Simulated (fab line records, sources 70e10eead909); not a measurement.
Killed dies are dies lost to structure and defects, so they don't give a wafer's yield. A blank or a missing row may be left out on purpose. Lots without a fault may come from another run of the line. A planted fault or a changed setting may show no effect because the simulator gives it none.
fab line records | flow nand_harc
record lots=6 wafers=18 last_day=33
route steps=1302 shown A_ZERO_WELL@412 A_SOURCE_PLATE@413 A_ONON_D1@424 END@1302
lots that met no fault: from a run of the same line without faults
start_h: hours from the record's first day to the start of the lot's first wafer shown | wait_h: hours since the lot's step before | " the same as in the row above | L1.1+2: a row that stands for several wafers | - no value, or no start given | * or withheld: withheld | < > ~ a bound
route shown NAME@n: a module of which the file shows steps, and the number in the route of the first | usual: mean/standard deviation of fault-free wafers | same: alike in all rows | chamber/n: place in a boat | sites: the reading at each site | _std_site: their standard deviation | _edge_site: outer sites' mean less inner sites' | radius_mm: how far each site lies from the wafer's centre | mask NAME#n: copy n | behind: the tool/chamber that last shaped the wafer | hold: why the lot was held/for how many hours/how that ended | device: the transistor (n, p or np) that didn't switch | end of line: the same wafers' tests at the end of the route | a step without rows: its recipe alone | killed: dies lost to structure and defects at the first sort, not the wafer's yield | map: a wafer's dies, x killed, . not, _ none there
set.NAME: the setting as run; set.NAME@STEP: as run at that earlier step | model.NAME: the simulator's own value behind a step, which no gauge read
lots at some steps of the route; a table a step, a row a wafer
services: from which hour (start_h, from the record's first day; less than 0 if before it) a tool's chamber was out of use, for how many hours, and why
## steps
# step NHARC_A_ZERO_WELL_INSPECT_17
# usual raw_defect_count=9/5.4
# columns lot.wafer tool chamber start_h wait_h raw_defect_count
L925.2 defect_inspect-02 - 158.33 0.1 4
L925.4 " - " " 5
L925.6 " - " " 6
L934.1 defect_inspect-01 - 236.72 0.2 8
L934.2 " - " " 13
L934.5 " - " " 7
L937.1 defect_inspect-01 - 269.19 0.2 14
L937.4 " - " " 16
L937.6 " - " " 17
L945.1 defect_inspect-02 - 360.69 0.2 7
L945.3 " - " " 8
L945.5 " - " " 8
L946.2 defect_inspect-02 - 367.16 0.1 5
L946.4 " - " " 3
L946.5 " - " " 6
L947.2 defect_inspect-02 - 379.76 0.1 6
L947.3 " - " " 10
L947.6 " - " " 12
# step NHARC_A_SOURCE_PLATE_PRECLEAN_00
# recipe time_s=60 chemistry=HF-LAST
# step NHARC_A_SOURCE_PLATE_SRD_01
# step NHARC_A_SOURCE_PLATE_OXIDE_02
# recipe target_thk_a=100 temp_c=900 ox_time_s=1362 material=SiO2
# step NHARC_A_SOURCE_PLATE_THK_MEAS_09
# recipe thk_meas_gauge=ellipsometry
# usual thk_nm=9.8/1.1
# columns lot.wafer tool chamber start_h wait_h thk_nm
L925.2 film_metro-02 - 165.12 0.4 8.7
L925.4 " - " " 9.6
L925.6 " - " " 10.3
L934.1 film_metro-01 - 245.17 0.4 10.3
L934.2 " - " " 10.4
L934.5 " - " " 8.2
L937.1 film_metro-02 - 276.50 0.4 9.0
L937.4 " - " " 10.0
L937.6 " - " " 9.4
L945.1 film_metro-02 - 367.54 0.4 8.8
L945.3 " - " " 9.5
L945.5 " - " " 11.3
L946.2 film_metro-01 - 375.57 0.4 9.8
L946.4 " - " " 10.2
L946.5 " - " " 10.7
L947.2 film_metro-01 - 386.94 0.4 8.5
L947.3 " - " " 11.2
L947.6 " - " " 12.1
# step NHARC_A_SOURCE_PLATE_PVD_04
# recipe target_thk_a=500 material=WSi2
# step NHARC_A_SOURCE_PLATE_CVD_03
# recipe target_thk_a=2000 temp_c=620 pressure_mtorr=200 time_s=4000 material=poly-Si
# step NHARC_A_SOURCE_PLATE_ANNEAL_05
# recipe temp_c=850 time_s=1800
# step NHARC_A_SOURCE_PLATE_THK_MEAS_06
# recipe thk_meas_gauge=ellipsometry
# usual thk_nm=199.0/2.4
# columns lot.wafer tool chamber start_h wait_h thk_nm
L925.2 film_metro-02 - 178.29 0.4 199.1
L925.4 " - " " 199.3
L925.6 " - " " 198.3
L934.1 film_metro-01 - 259.01 0.4 200.0
L934.2 " - " " 197.9
L934.5 " - " " 199.0
L937.1 film_metro-02 - 290.41 0.4 199.3
L937.4 " - " " 199.9
L937.6 " - " " 199.8
L945.1 film_metro-01 - 380.62 0.4 199.1
L945.3 " - " " 197.0
L945.5 " - " " 198.5
L946.2 film_metro-01 - 388.65 0.4 199.1
L946.4 " - " " 201.4
L946.5 " - " " 200.6
L947.2 film_metro-01 - 399.87 0.4 200.9
L947.3 " - " " 203.4
L947.6 " - " " 200.7
# step NHARC_A_SOURCE_PLATE_INSPECT_08
# usual raw_defect_count=56/24
# columns lot.wafer tool chamber start_h wait_h raw_defect_count
L925.2 defect_inspect-02 - 178.40 0.0 27
L925.4 " - " " 37
L925.6 " - " " 30
L934.1 defect_inspect-02 - 259.08 0.0 58
L934.2 " - " " 85
L934.5 " - " " 97
L937.1 defect_inspect-01 - 290.52 0.0 23
L937.4 " - " " 63
L937.6 " - " " 39
L945.1 defect_inspect-02 - 380.68 0.0 34
L945.3 " - " " 39
L945.5 " - " " 39
L946.2 defect_inspect-01 - 388.71 0.0 56
L946.4 " - " " 70
L946.5 " - " " 59
L947.2 defect_inspect-01 - 399.94 0.0 37
L947.3 " - " " 84
L947.6 " - " " 96
# step NHARC_A_ONON_D1_DEP_00
# recipe target_thk_a=10000 n2_flow_sccm=2750 n2o_flow_sccm=2000 nh3_flow_sccm=500 sih4_flow_sccm=210 temp_c=400
# columns lot.wafer tool chamber start_h wait_h
L925.2+4+6 pecvd_onon-02 0 178.52 0.1
L934.1+2+5 pecvd_onon-02 0 259.14 0.1
L937.1+4+6 pecvd_onon-02 0 290.58 0.1
L945.1+3+5 pecvd_onon-02 0 380.75 0.1
L946.2+4+5 pecvd_onon-02 0 388.83 0.1
L947.2+3+6 pecvd_onon-04 0 400.06 0.1
# step NHARC_A_ONON_D1_THK_MEAS_02
# recipe thk_meas_gauge=ellipsometry
# usual thk_nm=998/9.5
# columns lot.wafer tool chamber start_h wait_h thk_nm
L925.2 film_metro-02 - 178.97 - 1003
L925.4 " - " " 1001
L925.6 " - " " 999
L934.1 film_metro-01 - 259.65 - 1791
L934.2 " - " " 993
L934.5 " - " " 995
L937.1 film_metro-02 - 291.09 - 1798
L937.4 " - " " 1795
L937.6 " - " " 998
L945.1 film_metro-01 - 381.26 - 1004
L945.3 " - " " 1003
L945.5 " - " " 1005
L946.2 film_metro-02 - 389.28 - 1002
L946.4 " - " " 1001
L946.5 " - " " 1001
L947.2 film_metro-01 - 400.52 - 1008
L947.3 " - " " 1010
L947.6 " - " " 1009
# step NHARC_A_ONON_D1_DEP_03
# recipe target_thk_a=10000 n2_flow_sccm=2750 n2o_flow_sccm=2000 nh3_flow_sccm=500 sih4_flow_sccm=210 temp_c=400
# step NHARC_END_SORT_01
# recipe temp_c=25
# usual killed_at_array=54/17 killed_at_other=1.0/1.4 killed_at_periphery=3.6/2.1 killed_dies=58/17 killed_open=3.2/2 killed_short=2.5/1.5
# same gross_dies=677
# columns lot.wafer tool chamber start_h wait_h killed_at_array killed_at_other killed_at_periphery killed_dies killed_open killed_short
L925.2 prober-02 0 579.73 2.8 45 6 2 53 3 3
L925.4 prober-02 0 581.34 3.4 39 2 6 47 4 3
L925.6 prober-02 0 582.95 4.0 44 2 5 51 3 4
L934.1 prober-01 0 654.56 2.5 673 2 2 677 2 2
L937.1 prober-02 0 695.95 2.5 676 0 1 677 1 2
L937.4 prober-02 0 698.41 3.5 672 1 4 677 5 0
L937.6 prober-02 0 700.05 4.1 75 0 1 76 1 2
# killed by level:class
L925.2 A_SLIT:chamber_film_flake=24 A_CHANNEL_HOLE_D2:chamber_film_flake=8 THIN_TSV:chamber_film_flake=5 A_CONTACT:chamber_film_flake=4 A_CHANNEL_HOLE_D2:geometric_particle:short=2 A_STAIRCASE:chamber_film_flake=2 A_ONON_D1:geometric_particle:open=1 A_ONON_D2:geometric_particle:open=1
L925.4 A_SLIT:chamber_film_flake=18 A_CHANNEL_HOLE_D2:chamber_film_flake=7 A_STAIRCASE:chamber_film_flake=3 P_GATE:chamber_film_flake=2 P_M1:chamber_film_flake=2 A_CONTACT:chamber_film_flake=2 THIN_TSV:chamber_film_flake=2 P_M2:geometric_particle:short=1
L925.6 A_SLIT:chamber_film_flake=24 A_CHANNEL_HOLE_D2:chamber_film_flake=5 A_CONTACT:chamber_film_flake=5 A_STAIRCASE:chamber_film_flake=3 P_CONTACT:geometric_particle:open=2 P_GATE:chamber_film_flake=2 THIN_TSV:chamber_film_flake=2 A_DECK1_JOINT:geometric_particle:short=1
L934.1 A_ONON_D1:area_dep=614 A_CHANNEL_HOLE_D1:chamber_film_flake=36 A_CHANNEL_HOLE_D2:chamber_film_flake=15 A_CONTACT:chamber_film_flake=4 THIN_TSV:chamber_film_flake=2 P_GATE:geometric_particle:open=1 A_ONON_D1:geometric_particle:short=1 A_CHANNEL_FILL_D1:geometric_particle:open=1
L937.1 A_ONON_D1:area_dep=598 A_CHANNEL_HOLE_D2:chamber_film_flake=31 A_CHANNEL_HOLE_D1:chamber_film_flake=28 A_CHANNEL_FILL_D2:chamber_film_flake=5 A_SGD_CUT:chamber_film_flake=4 A_CONTACT:chamber_film_flake=4 A_WL_FILL:chamber_film_flake=2 P_CONTACT:geometric_particle:short=1
L937.4 A_ONON_D1:area_dep=610 A_CHANNEL_HOLE_D1:chamber_film_flake=30 A_CHANNEL_HOLE_D2:chamber_film_flake=20 A_CHANNEL_FILL_D2:chamber_film_flake=3 A_SGD_CUT:chamber_film_flake=3 P_ZERO_WELL:chamber_film_flake=2 A_CONTACT:chamber_film_flake=2 P_CONTACT:geometric_particle:open=1
L937.6 A_CHANNEL_HOLE_D1:chamber_film_flake=36 A_CHANNEL_HOLE_D2:chamber_film_flake=19 A_CONTACT:chamber_film_flake=5 A_CHANNEL_FILL_D2:chamber_film_flake=4 A_SGD_CUT:chamber_film_flake=3 A_SLIT:chamber_film_flake=3 P_CONTACT:geometric_particle:short=1 A_STAIRCASE:geometric_particle:open=1
# map L934.1 (x killed, . not)
____________x____________
_________xxxxxxx_________
_______xxxxxxxxxxx_______
______xxxxxxxxxxxxx______
_____xxxxxxxxxxxxxxx_____
____xxxxxxxxxxxxxxxxx____
____xxxxxxxxxxxxxxxxx____
___xxxxxxxxxxxxxxxxxxx___
___xxxxxxxxxxxxxxxxxxx___
__xxxxxxxxxxxxxxxxxxxxx__
__xxxxxxxxxxxxxxxxxxxxx__
_xxxxxxxxxxxxxxxxxxxxxxx_
_xxxxxxxxxxxxxxxxxxxxxxx_
_xxxxxxxxxxxxxxxxxxxxxxx_
_xxxxxxxxxxxxxxxxxxxxxxx_
_xxxxxxxxxxxxxxxxxxxxxxx_
xxxxxxxxxxxxxxxxxxxxxxxxx
xxxxxxxxxxxxxxxxxxxxxxxxx
xxxxxxxxxxxxxxxxxxxxxxxxx
xxxxxxxxxxxxxxxxxxxxxxxxx
xxxxxxxxxxxxxxxxxxxxxxxxx
_xxxxxxxxxxxxxxxxxxxxxxx_
_xxxxxxxxxxxxxxxxxxxxxxx_
_xxxxxxxxxxxxxxxxxxxxxxx_
_xxxxxxxxxxxxxxxxxxxxxxx_
_xxxxxxxxxxxxxxxxxxxxxxx_
__xxxxxxxxxxxxxxxxxxxxx__
__xxxxxxxxxxxxxxxxxxxxx__
___xxxxxxxxxxxxxxxxxxx___
___xxxxxxxxxxxxxxxxxxx___
____xxxxxxxxxxxxxxxxx____
____xxxxxxxxxxxxxxxxx____
_____xxxxxxxxxxxxxxx_____
______xxxxxxxxxxxxx______
_______xxxxxxxxxxx_______
_________xxxxxxx_________
____________x____________
# map L937.1 (x killed, . not)
____________x____________
_________xxxxxxx_________
_______xxxxxxxxxxx_______
______xxxxxxxxxxxxx______
_____xxxxxxxxxxxxxxx_____
____xxxxxxxxxxxxxxxxx____
____xxxxxxxxxxxxxxxxx____
___xxxxxxxxxxxxxxxxxxx___
___xxxxxxxxxxxxxxxxxxx___
__xxxxxxxxxxxxxxxxxxxxx__
__xxxxxxxxxxxxxxxxxxxxx__
_xxxxxxxxxxxxxxxxxxxxxxx_
_xxxxxxxxxxxxxxxxxxxxxxx_
_xxxxxxxxxxxxxxxxxxxxxxx_
_xxxxxxxxxxxxxxxxxxxxxxx_
_xxxxxxxxxxxxxxxxxxxxxxx_
xxxxxxxxxxxxxxxxxxxxxxxxx
xxxxxxxxxxxxxxxxxxxxxxxxx
xxxxxxxxxxxxxxxxxxxxxxxxx
xxxxxxxxxxxxxxxxxxxxxxxxx
xxxxxxxxxxxxxxxxxxxxxxxxx
_xxxxxxxxxxxxxxxxxxxxxxx_
_xxxxxxxxxxxxxxxxxxxxxxx_
_xxxxxxxxxxxxxxxxxxxxxxx_
_xxxxxxxxxxxxxxxxxxxxxxx_
_xxxxxxxxxxxxxxxxxxxxxxx_
__xxxxxxxxxxxxxxxxxxxxx__
__xxxxxxxxxxxxxxxxxxxxx__
___xxxxxxxxxxxxxxxxxxx___
___xxxxxxxxxxxxxxxxxxx___
____xxxxxxxxxxxxxxxxx____
____xxxxxxxxxxxxxxxxx____
_____xxxxxxxxxxxxxxx_____
______xxxxxxxxxxxxx______
_______xxxxxxxxxxx_______
_________xxxxxxx_________
____________x____________
## services
# columns tool chamber start_h hours kind
pecvd_onon-04 - 160.60 4.0 repair
pecvd_onon-02 - 185.00 13.0 pm
pecvd_onon-04 - 311.05 13.0 pm
pecvd_onon-02 - 366.00 13.0 pm
## key
first_sign step=NHARC_A_ONON_D1_THK_MEAS_02 reading=thk_nm direction=up sigmas=84 usual=998 struck=1795
effect step=NHARC_END_SORT_01 reading=killed_dies direction=up sigmas=36 usual=58 struck=677
more_kills_born_at NHARC_A_ONON_D1_DEP_00@pecvd_onon-02=1822
met_at NHARC_A_ONON_D1_DEP_00
struck_wafers L934.1,L937.1,L937.4
later_rows_left_out L934.1,L937.1,L937.4
tester_left_out L934,L937
onset_between 178.52 259.14
fault kind=process_parameter_drift tool=pecvd_onon-02 chamber=- onset_h=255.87 steps=NHARC_A_ONON_D1_DEP_00 channel=target_thk_a offset=* shape=step end_h=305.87 scope=struck_wafers_only acts_in=* stated=*
# tester_left_out: of these lots the tester's yield and bins aren't shown, on N5 and GAA mostly nor the transistor test; their killed dies are dies lost to structure and defects alone, not to doping, threshold or leakage, so they don't give the yield
# later_rows_left_out: the simulator's readings of these wafers behind a module that went badly wrong aren't trusted and aren't shown, but for the sort
